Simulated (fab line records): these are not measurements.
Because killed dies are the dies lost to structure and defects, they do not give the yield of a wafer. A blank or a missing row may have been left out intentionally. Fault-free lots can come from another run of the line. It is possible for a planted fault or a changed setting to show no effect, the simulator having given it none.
The same fault as seen by 3 desks -- flow n5 finfet -- each desk holds nothing but its own numbers, with what lay behind them at the end

== AT THE METROLOGY DESK ==
Means of the sampled wafers that have a number, per lot and without regard to the tool the lot ran on: this is what the gauges read. If a lot's mean is further than 4 standard deviations from the usual mean, the lot is out of limits and carries the mark OUT (the distance appears in the brackets). Of its 10 readings 7 are shown: those that lie furthest out on some lot.
Columns: A = DIBL_N at N5_BEOL_M4_RC_MEAS_101, usual 36.3 mV/V; B = DIBL_P at N5_BEOL_M4_RC_MEAS_101, usual 36.0 mV/V; C = IOFF_N at N5_BEOL_M4_RC_MEAS_101, usual 0.16 nA/um; D = ION_N at N5_BEOL_M4_RC_MEAS_101, usual 675 uA/um; E = ION_P at N5_BEOL_M4_RC_MEAS_101, usual 464 uA/um; F = SS_N at N5_BEOL_M4_RC_MEAS_101, usual 71.5 mV/dec; G = SS_P at N5_BEOL_M4_RC_MEAS_101, usual 73.3 mV/dec
lot,first seen here,A,B,C,D,E,F,G
L832,day 8 18:12,36.3,36.9,0.15,671,463,71.4,73.9
L842,day 12 21:05,36.1,34.1,0.15,673,467,72.0,72.7
L839,day 13 07:28,36.3,34.7,0.16,689,470,70.8,72.8
L841,day 14 08:31,36.1,35.9,0.14,669,458,71.4,73.4
L850,day 14 12:44,34.3,34.7,0.13,678,474,71.7,72.5
L840,day 14 14:39,35.8,35.5,0.16,680,467,71.9,72.8
Finding of this desk: none of the 6 lots has anything out of limits.

== THE DEFECT DESK ==
For each lot, the counts of the inspections along the route, averaged over the sampled wafers that have a number. If a lot's mean is further than 4 standard deviations from the usual mean, the lot is out of limits and carries the mark OUT (the distance appears in the brackets).
Columns: A = raw defect count at N5_HKMG_FIN_INSPECT_28, usual 36
lot,first seen here,A
L832,day 5 09:09,27
L839,day 7 06:30,36
L840,day 7 18:28,58
L841,day 7 21:16,29
L842,day 8 01:13,39
L850,day 9 20:56,36
Finding of this desk: none of the 6 lots has anything out of limits.

== THE TOOL OWNER'S DESK: rie metal-02 ==
The tool's own readings at N5_GATE_CUT_ETCH_56 (etches TiN in Cl2/Ar, target depth 21.6 nm): means of the sampled wafers that have a number, for each lot that ran on this tool. If a lot's mean is further than 4 standard deviations from the usual mean, the lot is out of limits and carries the mark OUT (the distance appears in the brackets).
Columns: A = bias w at N5_GATE_CUT_ETCH_56, usual 60.00 W; B = drypump motor current A at N5_GATE_CUT_ETCH_56, usual 5.8 A; C = oes product au at N5_GATE_CUT_ETCH_56, usual 0.79 a.u.; D = rf fwd power W at N5_GATE_CUT_ETCH_56, usual 596.3 W; E = throttle valve pct at N5_GATE_CUT_ETCH_56, usual 20.74 %
lot,first seen here,A,B,C,D,E
L832,day 5 09:18,59.85,5.8,0.85,598.1,20.44
L839,day 7 06:39,59.79,5.7,0.80,497.6 (-47) OUT,20.60
L842,day 8 01:22,60.16,5.8,0.79,547.8 (-23) OUT,20.48
This desk's finding: out of limits on L839, L842; first on L839, day 7 06:39 (rf fwd power W at N5_GATE_CUT_ETCH_56). L832 stayed within limits.

== BROUGHT TOGETHER ==
The tool owner's desk had the chance to raise an alarm at day 7 06:39 on L839, L842.
The metrology desk saw nothing out of limits.
Nothing the defect desk looked at was out of limits.
The metrology desk holds a record of L839, L842, inside its limits.
The defect desk has L839, L842 on record, within its limits.
Every lot named ran N5_GATE_CUT_ETCH_56 on rie metal-02.

== WHAT THE SIMULATOR HAD INSERTED ==
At N5_GATE_CUT_ETCH_56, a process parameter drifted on rie metal-02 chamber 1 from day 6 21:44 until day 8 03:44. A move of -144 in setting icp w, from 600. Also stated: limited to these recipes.
Lots struck among those shown: L839, L842.
Each desk's first reading out of limits, in hours after the fault started: the tool owner's desk, 9.
